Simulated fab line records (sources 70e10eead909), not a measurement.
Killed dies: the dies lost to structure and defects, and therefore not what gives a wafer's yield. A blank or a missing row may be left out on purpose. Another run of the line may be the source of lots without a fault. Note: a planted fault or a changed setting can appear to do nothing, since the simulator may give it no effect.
A lot that was struck, set against a sound lot / flow nand_harc / 22 out of 1302 route steps
Sound: wafers L660.1, L660.4, L660.6. Wafers struck: L657.2, L657.3, L657.6. Last of all comes the cause.
Per side, at each step with rows, come the tool, then ch with its chambers, and then its first start. Under that, the readings that differ: sound wafers / struck wafers / difference of the means / sigmas: that difference in standard deviations of wafers without a fault.
alike: same words and numbers on both sides, and readings whose means sit less than 2 such deviations apart. not compared: any withheld reading, any reading some wafer has no value for, any bound like >300 that may hide the same value, and any number with overlapping values for which the record gives no deviation.
The two part at a step that has a row with sigmas, a row that says differs or no value, or rows on one side only. Numbers that don't overlap but have no deviation are shown without sigmas and don't part them. A reading that every wafer of one side lacks parts them only if that side has two wafers or more.

NHARC_A_BLC_CVD_24: deposits W, target thk 150 nm, time 434 s.
  sound: cvd_w-02 ch 0,1; struck: cvd_w-01 ch 1
reading=throttle_valve_pct (%); sound=8.12 7.90 8.23; struck=7.25 7.58 7.62; difference=-0.60; sigmas=-2
  alike: heater_power_w
  not compared: susceptor_temp_C
NHARC_A_BLC_CMP_25: polishes, t overpolish 30 s, target thk 150 nm.
  sound on cmp-03 ch 1,2,3, day 29 22:17; struck on cmp-04 ch 0,1,3, day 28 07:01
  alike: motor_current_A, overpolish_run_s, time_to_endpoint_s
following that, these wafers have no rows for 1 step: NHARC_A_BLC_SRD_27.
NHARC_A_BLC_INSPECT_28:
  sound on defect_inspect-01, day 29 22:39; struck on defect_inspect-01, day 28 07:23
  alike: raw_defect_count
then, 7 steps without rows for these wafers: NHARC_A_M0_DEP_00 (deposits SiOC, target thk 150 nm); NHARC_A_M0_DEHYDRATE_01 (time 120 s); NHARC_A_M0_HMDS_02 (time 30 s); NHARC_A_M0_COAT_33 (time 65 s); NHARC_A_M0_COAT_03 (resist thk 90 nm); NHARC_A_M0_SOFTBAKE_04 (time 55 s); NHARC_A_M0_EBR_05.
NHARC_A_M0_EXPOSE_06: exposes mask A M0, target cd 80 nm.
  sound on arfi_scanner-02 ch 0, day 29 23:17; struck on arfi_scanner-03 ch 0, day 28 08:08
reading=exposure_dose_mJ_cm2; sound=83.25 83.21 83.21; struck=79.13 79.02 79.00; difference=-4.17; sigmas=-50
  alike: mask
then, 2 steps without rows for these wafers: NHARC_A_M0_PEB_07 (peb time 65 s); NHARC_A_M0_DEVELOP_08 (develop time 35 s).
NHARC_A_M0_CD_MEAS_09: target cd 80 nm.
  sound on cd_sem-03 ch 0, day 29 23:26; struck on cd_sem-01 ch 0
reading=cd_nm (nm); sound=79.6 79.9 79.6; struck=76.6 76.7 75.3; difference=-3.5; sigmas=-5
  not compared: hold
NHARC_A_M0_OVL_MEAS_10: pitch 160 nm.
  sound on overlay-01, day 29 23:31; struck on overlay-01, day 28 11:17
reading=hold; sound=- - -; struck=await_dispo/2.7h/release await_dispo/2.7h/release await_dispo/2.7h/release; difference=no value on the sound wafers; sigmas=
  alike: overlay_x_nm, overlay_y_nm
NHARC_A_M0_INSPECT_11:
  sound on defect_inspect-01, day 29 23:33; struck on defect_inspect-01, day 28 11:19
  alike: raw_defect_count
NHARC_A_M0_DESCUM_14: chemistry O2, time 3 s.
  sound on rie_diel-05 ch 2,3, day 29 23:37; struck on rie_diel-11 ch 0,1,3, day 28 11:23
reading=model.A_M0.cd_nm (nm); sound=79.7 79.64 79.51; struck=77.02 76.14 75.79; difference=-3.30; sigmas=
  alike: chamber_pressure_mTorr, drypump_motor_current_A, oes_product_au, rf_vpp_V, showerhead_plenum_p_Torr, throttle_valve_pct
  not compared: rf_hours_counter_h
NHARC_A_M0_ETCH_34: etches the open film in N2/H2, target depth 40 nm, overetch 12 nm, time 43.94 s.
  sound on rie_diel-05 ch 1,2,3, day 29 23:43; struck on rie_diel-11 ch 1,2, day 28 11:28
  alike: chamber_pressure_mTorr, drypump_motor_current_A, oes_product_au, rf_vpp_V, showerhead_plenum_p_Torr, throttle_valve_pct
  not compared: rf_hours_counter_h
NHARC_A_M0_ETCH_15: etches the open film in C4F8/Ar, target depth 150 nm, overetch 15 nm, time 82.5 s.
  sound: rie_diel-05 ch 1,2,3; struck: rie_diel-11 ch 0,1,3
reading=model.A_M0.cd_nm (nm); sound=79.87 79.3 79.66; struck=76.28 76.28 74.98; difference=-3.76; sigmas=
  alike: chamber_pressure_mTorr, oes_product_au, rf_vpp_V
  not compared: rf_hours_counter_h
NHARC_A_M0_CD_MEAS_16:
  sound on cd_sem-01, day 29 23:55; struck on cd_sem-02, day 28 11:52
reading=cd_nm (nm); sound=79.4 79.2 79.9; struck=76.2 76.2 74.7; difference=-3.8; sigmas=-4
  not compared: hold
-- break in the record here, with 2 days between the starts of the struck wafers on either side (left off in module A_M0, picked up again in module END, where the first step shown is number 1302 on the route) --
NHARC_END_SORT_01:
  sound on prober-01 ch 0, day 31 12:20; struck on prober-01 ch 0, day 30 23:09
  alike: defect_limited_yield, killed_at_array, killed_at_other, killed_at_periphery, killed_dies, killed_open, killed_short, sort_bin_2_pct, sort_bin_3_pct, sort_bin_4_pct, sort_n_pass, sort_rim_yield_pct, sort_yield_pct

== WHERE THEY PART ==
First at NHARC_A_BLC_CVD_24; last, within this record, at NHARC_A_M0_CD_MEAS_16. Later steps at which nothing parts them and some readings are alike: NHARC_END_SORT_01.

WHY: what the simulator had put in
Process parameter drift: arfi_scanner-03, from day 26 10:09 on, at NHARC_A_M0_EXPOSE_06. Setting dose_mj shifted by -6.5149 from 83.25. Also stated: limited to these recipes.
